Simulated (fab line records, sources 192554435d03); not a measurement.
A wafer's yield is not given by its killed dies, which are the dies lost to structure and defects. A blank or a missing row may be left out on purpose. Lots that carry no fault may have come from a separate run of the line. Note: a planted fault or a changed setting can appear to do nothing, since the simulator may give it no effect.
Matching of chambers :: flow n5 finfet :: N5_SD_EPI_P_DESCUM_14 on rie diel-05: 3 sister chambers
The step chemistry O2, time 7.9 s. 16 wafers are shown with their chamber, then 8 later ones without.

## WAFERS WITH THEIR CHAMBER
wafer: L074.2
chamber: 1
drypump motor current A (A): 5.5
throttle valve pct (%): 20.3
showerhead plenum p Torr (Torr): 2.07

wafer: L074.4
chamber: 2
drypump motor current A (A): 5.8
throttle valve pct (%): 20.3
showerhead plenum p Torr (Torr): 2.04

wafer: L074.5
chamber: 3
drypump motor current A (A): 5.3
throttle valve pct (%): 20.8
showerhead plenum p Torr (Torr): 2.09

wafer: L082.2
chamber: 1
drypump motor current A (A): 5.5
throttle valve pct (%): 20.3
showerhead plenum p Torr (Torr): 2.06

wafer: L082.5
chamber: 3
drypump motor current A (A): 5.3
throttle valve pct (%): 20.9
showerhead plenum p Torr (Torr): 2.09

wafer: L082.6
chamber: 2
drypump motor current A (A): 5.8
throttle valve pct (%): 20.3
showerhead plenum p Torr (Torr): 2.04

wafer: L085.1
chamber: 2
drypump motor current A (A): 5.7
throttle valve pct (%): 20.0
showerhead plenum p Torr (Torr): 2.04

wafer: L085.2
chamber: 1
drypump motor current A (A): 5.5
throttle valve pct (%): 20.3
showerhead plenum p Torr (Torr): 2.06

wafer: L085.6
chamber: 3
drypump motor current A (A): 5.3
throttle valve pct (%): 20.9
showerhead plenum p Torr (Torr): 2.09

wafer: L086.4
chamber: 2
drypump motor current A (A): 5.8
throttle valve pct (%): 20.0
showerhead plenum p Torr (Torr): 2.04

wafer: L086.5
chamber: 2
drypump motor current A (A): 5.8
throttle valve pct (%): 20.0
showerhead plenum p Torr (Torr): 2.03

wafer: L086.6
chamber: 1
drypump motor current A (A): 5.5
throttle valve pct (%): 20.3
showerhead plenum p Torr (Torr): 2.06

wafer: L088.2
chamber: 2
drypump motor current A (A): 5.8
throttle valve pct (%): 20.0
showerhead plenum p Torr (Torr): 2.03

wafer: L088.3
chamber: 3
drypump motor current A (A): 5.3
throttle valve pct (%): 20.9
showerhead plenum p Torr (Torr): 2.08

wafer: L088.6
chamber: 2
drypump motor current A (A): 5.7
throttle valve pct (%): 20.0
showerhead plenum p Torr (Torr): 2.03

wafer: L091.1
chamber: 2
drypump motor current A (A): 5.8
throttle valve pct (%): 20.0
showerhead plenum p Torr (Torr): 2.03

SIGNATURES (averages over the wafers above)
reading: drypump motor current A
chamber 1: 5.500
chamber 2: 5.775
chamber 3: 5.300
scatter within a chamber: 0.034

reading: throttle valve pct
chamber 1: 20.300
chamber 2: 20.075
chamber 3: 20.875
scatter within a chamber: 0.105

reading: showerhead plenum p Torr
chamber 1: 2.0625
chamber 2: 2.0350
chamber 3: 2.0875
scatter within a chamber: 0.00519
Rule: for a wafer and a chamber, the distance is found by dividing, reading by reading, the gap between the wafer's reading and the chamber's mean by the reading's scatter, squaring, summing and taking the root. If the next closest chamber is less than 2 further off than the closest, the wafer can't be placed; otherwise it belongs to the closest. The scatter: the root of (the sum of the squares of (reading less its chamber's mean) over the shown wafers, divided by (wafers less chambers)).

## WAFERS WHOSE CHAMBER IS MISSING
wafer: L091.3
drypump motor current A (A): 5.5
throttle valve pct (%): 20.3
showerhead plenum p Torr (Torr): 2.05

wafer: L091.4
drypump motor current A (A): 5.2
throttle valve pct (%): 20.9
showerhead plenum p Torr (Torr): 2.08

wafer: L093.1
drypump motor current A (A): 5.5
throttle valve pct (%): 20.4
showerhead plenum p Torr (Torr): 2.05

wafer: L093.4
drypump motor current A (A): 5.3
throttle valve pct (%): 20.9
showerhead plenum p Torr (Torr): 2.08

wafer: L093.5
drypump motor current A (A): 5.8
throttle valve pct (%): 20.0
showerhead plenum p Torr (Torr): 2.03

wafer: L094.2
drypump motor current A (A): 5.2
throttle valve pct (%): 20.9
showerhead plenum p Torr (Torr): 2.08

wafer: L094.5
drypump motor current A (A): 5.8
throttle valve pct (%): 20.0
showerhead plenum p Torr (Torr): 2.03

wafer: L094.6
drypump motor current A (A): 5.3
throttle valve pct (%): 20.9
showerhead plenum p Torr (Torr): 2.08

## WHICH CHAMBER EACH ONE RAN IN
wafer: L091.3
from the rows above: 1
in truth: 1

wafer: L091.4
from the rows above: 3
in truth: 3

wafer: L093.1
from the rows above: 1
in truth: 1

wafer: L093.4
from the rows above: 3
in truth: 3

wafer: L093.5
from the rows above: 2
in truth: 2

wafer: L094.2
from the rows above: 3
in truth: 3

wafer: L094.5
from the rows above: 2
in truth: 2

wafer: L094.6
from the rows above: 3
in truth: 3
Correct placement for 8 of the 8. Number that these rows cannot place: 0. Number placed wrongly: 0.
